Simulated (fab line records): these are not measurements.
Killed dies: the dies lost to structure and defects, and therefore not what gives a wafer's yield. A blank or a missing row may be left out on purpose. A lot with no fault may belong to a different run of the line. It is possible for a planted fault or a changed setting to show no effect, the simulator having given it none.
Split-lot trial / flow n5-finfet / 7 lots, 21 wafers read, on a route of 1938 steps

THE SPLIT ITSELF
At N5_BEOL_M10_ETCH_62 (etches SOC in N2/H2, target depth 110 nm, overetch 22 nm, time 165 s), the setting time-s was moved away from the recipe's 165 s on 7 of the 21 wafers read, by -15.0% to +16.4%. All remaining wafers had this setting at the recipe value.

Reading taken at the split's own step.

THE READING
SiARC_of_BEOL_M10_COAT_60.thk-nm (the simulator's own value, which no gauge read), in nm, at N5_BEOL_M10_ETCH_62 (etches SOC in N2/H2, target depth 110 nm, overetch 22 nm, time 165 s). The file gives no usual value for it. Here, 14 wafers ran the recipe; their average is 23.5 nm with a standard deviation of 0.16 nm.

wafer=L079.1; tool, chamber at the split=rie-diel-02, 1; time-s as run, s=177.5; against the recipe=+7.6%; SiARC_of_BEOL_M10_COAT_60.thk-nm, nm=23; against lot-mates on the recipe=-0.6
wafer=L079.5; tool, chamber at the split=rie-diel-02, 1; time-s as run, s=165; against the recipe=recipe; SiARC_of_BEOL_M10_COAT_60.thk-nm, nm=23.6; against lot-mates on the recipe=-
wafer=L079.6; tool, chamber at the split=rie-diel-02, 2; time-s as run, s=177.5; against the recipe=+7.6%; SiARC_of_BEOL_M10_COAT_60.thk-nm, nm=22.8; against lot-mates on the recipe=-0.8
wafer=L084.4; tool, chamber at the split=rie-diel-04, 1,3; time-s as run, s=165; against the recipe=recipe; SiARC_of_BEOL_M10_COAT_60.thk-nm, nm=23.6; against lot-mates on the recipe=-
wafer=L084.5; tool, chamber at the split=rie-diel-04, 1,3; time-s as run, s=165; against the recipe=recipe; SiARC_of_BEOL_M10_COAT_60.thk-nm, nm=23.6; against lot-mates on the recipe=-
wafer=L084.6; tool, chamber at the split=rie-diel-04, 2; time-s as run, s=165; against the recipe=recipe; SiARC_of_BEOL_M10_COAT_60.thk-nm, nm=23.8; against lot-mates on the recipe=-
wafer=L087.2; tool, chamber at the split=rie-diel-04, 2; time-s as run, s=140.3; against the recipe=-15.0%; SiARC_of_BEOL_M10_COAT_60.thk-nm, nm=24.4; against lot-mates on the recipe=+0.9
wafer=L087.4; tool, chamber at the split=rie-diel-04, 0; time-s as run, s=165; against the recipe=recipe; SiARC_of_BEOL_M10_COAT_60.thk-nm, nm=23.6; against lot-mates on the recipe=-
wafer=L087.5; tool, chamber at the split=rie-diel-04, 1; time-s as run, s=165; against the recipe=recipe; SiARC_of_BEOL_M10_COAT_60.thk-nm, nm=23.4; against lot-mates on the recipe=-
wafer=L089.1; tool, chamber at the split=rie-diel-05, 0,1; time-s as run, s=165; against the recipe=recipe; SiARC_of_BEOL_M10_COAT_60.thk-nm, nm=23.2; against lot-mates on the recipe=-
wafer=L089.3; tool, chamber at the split=rie-diel-05, 0,1; time-s as run, s=165; against the recipe=recipe; SiARC_of_BEOL_M10_COAT_60.thk-nm, nm=23.2; against lot-mates on the recipe=-
wafer=L089.6; tool, chamber at the split=rie-diel-05, 3; time-s as run, s=192; against the recipe=+16.4%; SiARC_of_BEOL_M10_COAT_60.thk-nm, nm=22.2; against lot-mates on the recipe=-1.0
wafer=L091.3; tool, chamber at the split=rie-diel-05, 1,3; time-s as run, s=154.4; against the recipe=-6.4%; SiARC_of_BEOL_M10_COAT_60.thk-nm, nm=24; against lot-mates on the recipe=+0.4
wafer=L091.6; tool, chamber at the split=rie-diel-05, 1,3; time-s as run, s=154.4; against the recipe=-6.4%; SiARC_of_BEOL_M10_COAT_60.thk-nm, nm=24; against lot-mates on the recipe=+0.4
wafer=L091.4; tool, chamber at the split=rie-diel-05, 2; time-s as run, s=165; against the recipe=recipe; SiARC_of_BEOL_M10_COAT_60.thk-nm, nm=23.6; against lot-mates on the recipe=-
wafer=L092.2; tool, chamber at the split=rie-diel-04, 3; time-s as run, s=165; against the recipe=recipe; SiARC_of_BEOL_M10_COAT_60.thk-nm, nm=23.4; against lot-mates on the recipe=-
wafer=L092.6; tool, chamber at the split=rie-diel-04, 3; time-s as run, s=165; against the recipe=recipe; SiARC_of_BEOL_M10_COAT_60.thk-nm, nm=23.4; against lot-mates on the recipe=-
wafer=L092.4; tool, chamber at the split=rie-diel-04, 2; time-s as run, s=165; against the recipe=recipe; SiARC_of_BEOL_M10_COAT_60.thk-nm, nm=23.6; against lot-mates on the recipe=-
wafer=L093.3; tool, chamber at the split=rie-diel-05, 0; time-s as run, s=165; against the recipe=recipe; SiARC_of_BEOL_M10_COAT_60.thk-nm, nm=23.4; against lot-mates on the recipe=-
wafer=L093.5; tool, chamber at the split=rie-diel-05, 1; time-s as run, s=165; against the recipe=recipe; SiARC_of_BEOL_M10_COAT_60.thk-nm, nm=23.6; against lot-mates on the recipe=-
wafer=L093.6; tool, chamber at the split=rie-diel-05, 0; time-s as run, s=151.5; against the recipe=-8.2%; SiARC_of_BEOL_M10_COAT_60.thk-nm, nm=24.2; against lot-mates on the recipe=+0.7
If several chambers appear in one row, that row covers several wafers at once and the file leaves open which wafer was in which chamber.

FIT RESULTS
A straight line over all 21 wafers: SiARC_of_BEOL_M10_COAT_60.thk-nm changes by -0.0741 nm for each +1% of time-s; r = -0.95; the points scatter about the line by 0.16 nm.
The same after taking each lot's own level away (the mean of its wafers on the recipe; 21 wafers): -0.0679 nm for each +1%; r = -0.97; scatter 0.11 nm.
According to that fit, moving time-s by its largest amount changes the reading by 1.1 nm.
Measured against the standard deviation above, the lots' own levels, which go from 23.20 to 23.67 nm, span 2.8 times it.
Consequently the slope shifts little with the lot-to-lot level, the two slopes agreeing.
Check: for one of the wafers moved furthest among these (+16.4%), held out of the fit, the line's prediction against its lot-mates is -1.21 nm. Against them it came out at -1 nm.

OTHER SPLITS APPLIED TO THESE WAFERS
Other splits were also applied to these wafers ahead of the reading. Each is held against what the fit with the lots' levels taken away leaves over:
other split on the same wafers=N5_BEOL_M7_ILD_DEP_00 time-s; wafers away from the commonest value=6; r with SiARC_of_BEOL_M10_COAT_60.thk-nm (lot level and that fit taken away)=+0.04
other split on the same wafers=N5_BEOL_M7_VIA_ETCH_34 source-w; wafers away from the commonest value=8; r with SiARC_of_BEOL_M10_COAT_60.thk-nm (lot level and that fit taken away)=+0.02
other split on the same wafers=N5_BEOL_M7_TRENCH_ETCH_37 bias-w; wafers away from the commonest value=4; r with SiARC_of_BEOL_M10_COAT_60.thk-nm (lot level and that fit taken away)=-0.26
other split on the same wafers=N5_BEOL_M8_COAT_22 spin-rpm; wafers away from the commonest value=6; r with SiARC_of_BEOL_M10_COAT_60.thk-nm (lot level and that fit taken away)=+0.17
other split on the same wafers=N5_BEOL_M8_DESCUM_33 time-s; wafers away from the commonest value=4; r with SiARC_of_BEOL_M10_COAT_60.thk-nm (lot level and that fit taken away)=-0.06
other split on the same wafers=N5_BEOL_M9_ETCH_66 time-s; wafers away from the commonest value=11; r with SiARC_of_BEOL_M10_COAT_60.thk-nm (lot level and that fit taken away)=-0.33
other split on the same wafers=N5_BEOL_M9_TRENCH_ETCH_37 source-w; wafers away from the commonest value=6; r with SiARC_of_BEOL_M10_COAT_60.thk-nm (lot level and that fit taken away)=-0.34

FILE'S OWN FIT
SiARC_of_BEOL_M10_COAT_60.thk-nm changes by -0.0661 nm for each +1% of time-s, r = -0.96.
